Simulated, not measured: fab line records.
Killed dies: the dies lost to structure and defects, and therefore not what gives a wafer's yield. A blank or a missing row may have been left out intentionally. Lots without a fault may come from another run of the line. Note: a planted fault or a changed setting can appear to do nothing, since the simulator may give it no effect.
Lot-split experiment    flow n5Finfet    on a route of 1938 steps: 7 lots, 21 wafers read

== ON THE SPLIT ==
At N5_FIN_SAQP_HM_DEP_03 (deposits SiNx from SiH4/NH3/N2, target thk 38 nm, time 33.6 s), the setting timeS was moved away from the recipe's 33.6 s on 13 of the 21 wafers read, by -9.3% to +10.5%. For the rest of the wafers, this setting stayed at what the recipe calls for.

== FROM THE SPLIT TO THE READING: what the file shows between them, 22 steps ==
- N5_FIN_SAQP_THK_MEAS_05
- N5_FIN_SAQP_COAT_49: time 60 s, resist thk 100 nm (also split here: spinRpm)
- N5_FIN_SAQP_COAT_50: time 60 s, resist thk 35 nm
- N5_FIN_SAQP_COAT_10: resist thk 90 nm
- N5_FIN_SAQP_DESCUM_21: chemistry O2, time 7.9 s
- N5_FIN_SAQP_ETCH_51: etches SiARC in CF4, target depth 45.5 nm, time 75.8 s
- N5_FIN_SAQP_ETCH_52: etches SOC in N2/H2, target depth 100 nm, overetch 20 nm, time 150 s
- N5_FIN_SAQP_STRIP_53: strips in N2/H2
- N5_FIN_SAQP_HM_OPEN_73: chemistry CHF3/O2, target SiO2, stops on a-Si, target depth 12 nm, time 16.8 s
- N5_FIN_SAQP_STRIP_74: strips in CHF3/O2
- N5_FIN_SAQP_MANDREL_ETCH_22: etches a-Si in HBr/Cl2, stops on SiNx, target depth 60 nm, bt time 10 s, time 30 s
- N5_FIN_SAQP_STRIP_55: strips in N2/H2
- N5_FIN_SAQP_STRIP_23: strips in SPM, time 750 s
- N5_FIN_SAQP_ETCH_57: etches SiNx in CH3F/O2, target depth 32.5 nm, time 46.4 s
- N5_FIN_SAQP_ETCH_65: etches SiO2 in CF4, target depth 4 nm, time 4.4 s
- N5_FIN_SAQP_MANDREL_ETCH_58: etches a-Si in HBr/Cl2, stops on SiNx, target depth 45 nm, bt time 10 s, time 27 s
- N5_FIN_SAQP_RECESS_63: chemistry HF/NH3, target SiO2, target depth 18 nm, afs cycles 3, sublimation time 60 s
- N5_FIN_SAQP_COAT_68: time 60 s, resist thk 100 nm
- N5_FIN_SAQP_MANDREL2_REMOVE_60: chemistry HBr/Cl2/O2, target a-Si, stops on SiNx, bt time 10 s
- N5_FIN_SAQP_HM_OPEN_33: chemistry CH3F/O2, target SiNx, target depth 49.4 nm, time 70.6 s
- N5_FIN_SAQP_FIN_ETCH_36: etches the open film in HBr/Cl2/O2, target depth 120 nm, time 50.4 s (also split here: biasW)
- N5_FIN_SAQP_PRECLEAN_38: cleans in O3/DIW, time 45 s

== THE READING ==
SiNx_of_FIN_SAQP_HM_DEP_03.thkNm (the simulator's own value, which no gauge read), in nm, at N5_FIN_SAQP_PRECLEAN_45 (cleans in dHF, time 10 s). There is no usual value for it anywhere in the file. Here, 8 wafers ran the recipe; their average is 21.4 nm with a standard deviation of 0.51 nm.

wafer   tool, chamber at the split  timeS as run, s  against the recipe  SiNx_of_FIN_SAQP_HM_DEP_03.thkNm, nm  against lot-mates on the recipe
L076.1  pecvd-02, 1                 33.6             recipe              20.8                                  -
L076.4  pecvd-02, 0                 33.6             recipe              21.2                                  -
L076.6  pecvd-02, 1                 33.6             recipe              21.4                                  -
L077.4  pecvd-01, 0                 30.81            -8.3%               18                                    -3.0
L077.6  pecvd-01, 2                 30.81            -8.3%               18                                    -3.0
L077.5  pecvd-01, 1                 33.6             recipe              21                                    -
L078.1  pecvd-03, 2                 36.6             +8.9%               25                                    no lot-mate on the recipe
L078.3  pecvd-03, 2                 36.6             +8.9%               25.6                                  no lot-mate on the recipe
L078.5  pecvd-03, 2                 36.6             +8.9%               24.4                                  no lot-mate on the recipe
L083.2  pecvd-03, 1                 33.6             recipe              22.4                                  -
L083.4  pecvd-03, 0                 30.48            -9.3%               18.2                                  -3.7
L083.6  pecvd-03, 1                 33.6             recipe              21.4                                  -
L089.2  pecvd-02, 0                 30.81            -8.3%               16.4                                  no lot-mate on the recipe
L089.4  pecvd-02, 2                 30.81            -8.3%               18.4                                  no lot-mate on the recipe
L089.6  pecvd-02, 1                 30.81            -8.3%               17.6                                  no lot-mate on the recipe
L090.1  pecvd-02, 2                 37.14            +10.5%              24.8                                  +3.0
L090.3  pecvd-02, 0                 33.6             recipe              21.8                                  -
L090.5  pecvd-02, 0                 37.14            +10.5%              25.4                                  +3.6
L096.2  pecvd-02, 0                 34.87            +3.8%               22.6                                  +1.8
L096.5  pecvd-02, 0                 34.87            +3.8%               23.6                                  +2.8
L096.6  pecvd-02, 2                 33.6             recipe              20.8                                  -

THE FIT
A straight line over all 21 wafers: SiNx_of_FIN_SAQP_HM_DEP_03.thkNm changes by +0.404 nm for each +1% of timeS; r = +0.98; the points scatter about the line by 0.62 nm.
The same after taking each lot's own level away (the mean of its wafers on the recipe; 15 wafers): +0.36 nm for each +1%; r = +0.97; scatter 0.54 nm.
On that fit, the largest move of timeS shifts the reading by 3.8 nm.
The span of the lots' own levels, 20.80 to 21.90 nm, comes to 2.2 times the standard deviation stated above.
So the lot-to-lot level changes the slope: the two fits differ.
Check: +4.17 nm against its lot-mates is what the line predicts for one of the wafers moved furthest among these (+10.5%) when that wafer is left out of the fit. Against them it came out at +3 nm.

== THESE WAFERS: OTHER SPLITS ==
Note: prior to the reading, these wafers also went through further splits. Each is held against what the fit with the lots' levels taken away leaves over:
other split on the same wafers       wafers away from the commonest value  r with SiNx_of_FIN_SAQP_HM_DEP_03.thkNm (lot level and that fit taken away)
N5_WELL_APT_PEB_23 pebTimeS          12                                    -0.22
N5_WELL_APT_DEVELOP_24 developTimeS  11                                    +0.35
N5_FIN_SAQP_COAT_49 spinRpm          7                                     +0.69
N5_FIN_SAQP_FIN_ETCH_36 biasW        6                                     -0.76

== THE WHOLE CHAIN: every reading that the file lists as answering this split, in the file's order ==
step                         what it does                                                                        reading                                                                            change (the file's fit)                r (the file's)
N5_FIN_SAQP_HM_DEP_03        deposits SiNx from SiH4/NH3/N2, target thk 38 nm, time 33.6 s                       SiNx_of_FIN_SAQP_HM_DEP_03.thkNm (the simulator's own value, which no gauge read)  +0.346 nm for each +1% of the setting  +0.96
N5_FIN_SAQP_THK_MEAS_05                                                                                          thkNm                                                                              withheld for each +1% of the setting   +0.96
N5_FIN_SAQP_MANDREL_ETCH_58  etches a-Si in HBr/Cl2, stops on SiNx, target depth 45 nm, bt time 10 s, time 27 s  SiNx_of_FIN_SAQP_HM_DEP_03.thkNm (the simulator's own value, which no gauge read)  +0.343 nm for each +1% of the setting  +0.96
N5_FIN_SAQP_HM_OPEN_33       chemistry CH3F/O2, target SiNx, target depth 49.4 nm, time 70.6 s                   etchRfOnTimeS                                                                      withheld for each +1% of the setting   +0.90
N5_FIN_SAQP_HM_OPEN_33       chemistry CH3F/O2, target SiNx, target depth 49.4 nm, time 70.6 s                   etch.depthNm (the simulator's own value, which no gauge read)                      +0.345 nm for each +1% of the setting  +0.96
N5_FIN_SAQP_FIN_ETCH_36      etches the open film in HBr/Cl2/O2, target depth 120 nm, time 50.4 s                SiNx_of_FIN_SAQP_HM_DEP_03.thkNm (the simulator's own value, which no gauge read)  +0.379 nm for each +1% of the setting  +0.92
N5_FIN_SAQP_PRECLEAN_45      cleans in dHF, time 10 s                                                            SiNx_of_FIN_SAQP_HM_DEP_03.thkNm (the simulator's own value, which no gauge read)  +0.366 nm for each +1% of the setting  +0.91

== FILE'S OWN FIT ==
SiNx_of_FIN_SAQP_HM_DEP_03.thkNm changes by +0.366 nm for each +1% of timeS, r = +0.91.
